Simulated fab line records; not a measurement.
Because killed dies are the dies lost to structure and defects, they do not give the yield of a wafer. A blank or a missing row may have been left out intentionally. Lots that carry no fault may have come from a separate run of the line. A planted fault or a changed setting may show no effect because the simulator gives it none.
Chamber matching	flow n5_finfet	4 sister chambers for N5_BEOL_M8_ETCH_61 on rie_diel-02
The step etches SiARC in CF4, target depth 45.5 nm, time 75.8 s. 4 wafers are shown with their chamber, then 10 later ones without.

WAFERS, EACH WITH ITS CHAMBER
wafer	chamber	showerhead_plenum_p_Torr (Torr)
L086.4	2	2.25
L089.4	3	2.14
L093.1	1	2.18
L093.2	0	2.08

WAFERS MISSING THEIR CHAMBER
wafer	showerhead_plenum_p_Torr (Torr)
L093.6	2.08
L094.1	2.07
L094.4	2.18
L094.5	2.18
L092.4	2.08
L092.5	2.18
L092.6	2.07
L097.2	2.24
L097.3	2.07
L097.5	2.07

THE CHAMBER EACH PASSED THROUGH
wafer	from the rows above	in truth
L093.6	0	0
L094.1	0	0
L094.4	1	1
L094.5	1	1
L092.4	0	0
L092.5	1	1
L092.6	0	0
L097.2	2	2
L097.3	0	0
L097.5	0	0
Correct placement for 10 of the 10. Not placeable from these rows: 0. Wrongly placed: 0.
How it was worked out, from the rows above alone: a wafer's distance from a chamber is the root of the sum, over the readings, of the square of ((its reading less the chamber's mean) divided by the reading's scatter). The wafer belongs to the nearest chamber; if the next one is less than 2 further off, it can't be placed. A chamber's mean is the mean of its shown wafers. The scatter: with one shown wafer a chamber, the root of the mean of the squares of how far each hidden wafer lies from its nearest shown one.
